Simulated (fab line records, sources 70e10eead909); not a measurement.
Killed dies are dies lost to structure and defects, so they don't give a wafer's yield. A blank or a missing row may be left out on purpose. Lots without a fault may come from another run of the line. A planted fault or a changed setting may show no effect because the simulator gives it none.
Problem report in the 8D (eight disciplines) form, filled by code | flow nand_harc | the parts of the form that need people (team, actions taken, sign-off) are left out

1. THE PROBLEM
raw_defect_count at NHARC_P_STI_INSPECT_11 reads a mean of 1353 on 6 wafers of 2 lots; wafers without a fault read 6 with a standard deviation of 3.1. That is +99 or more standard deviations from the usual mean.
First seen on wafer L305.1, day 10 08:15, on defect_inspect-01. The record holds 39 wafers of 13 lots with a number at this step. Rule for "out", or "out of limits": more than 4 standard deviations from the usual mean. The other wafers with a number count as sound.

2. WHAT IT IS AND WHAT IT IS NOT
question                    | is                                   | is not
which readings at this step | raw_defect_count                     | -
which lots                  | L305, L306                           | L288, L289, L290, L291, L292, L295, L296, L297, L299, L309, L310
which wafers of those lots  | all that have a number               | -
read on which gauges        | defect_inspect-01, defect_inspect-02 | -
when                        | from day 10 08:15                    | up to then (27 sound wafers); but 6 sound wafers of L309, L310 came after

3. SUSPECTS, AND WHAT RULES EACH OUT
Counting: a tool at a process step up to the reading stays a suspect if it ran every lot that is out and no sound lot after the first of them.
- the gauge at NHARC_P_STI_INSPECT_11: ruled out. The wafers that are out were read on 2 gauges (defect_inspect-01, defect_inspect-02).
- wet_bench-07 at NHARC_P_STI_ETCH_26 (etches SiO2 in dHF, target depth 11 nm): kept. It ran every lot that is out, first L305 (day 9 15:39), and no sound lot after that; its last sound lot up to then is L297 (day 6 07:22).
Left after counting: wet_bench-07 at NHARC_P_STI_ETCH_26.

4. THE CAUSE (what the simulator had put in)
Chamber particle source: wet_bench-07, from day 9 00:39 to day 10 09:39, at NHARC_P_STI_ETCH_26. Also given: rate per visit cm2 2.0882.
Counting left only this tool.

5. THE CHAIN OF EFFECTS, in route order
Each row: a reading whose mean over the struck wafers that have a number lies more than 3 standard deviations from the usual. Only readings for which the record gives a usual standard deviation are gone through. hours: the time from each lot's start at the first step in this table that gives one to its start at this step, as a median over the lots. sigmas: the change in usual standard deviations.
hours | step                   | reading             | usual | on struck wafers | change | sigmas
0     | NHARC_P_STI_INSPECT_11 | raw_defect_count    | 6     | 1353             | +1347  | +99 or more
509   | NHARC_END_SORT_01      | killed_at_periphery | 4.0   | 68.7             | +64.7  | +25
509   | NHARC_END_SORT_01      | killed_dies         | 62    | 138              | +76    | +4.0

6. WHAT WOULD HAVE CAUGHT IT SOONER
In this record the first reading out of limits at a measuring or inspecting step was taken at day 10 08:15, 32 hours after the fault began at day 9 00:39.
All the lots that are out (2) had begun NHARC_P_STI_ETCH_26 on wet_bench-07 by day 10 08:15. A hold on the tool at that time would have spared none of them.
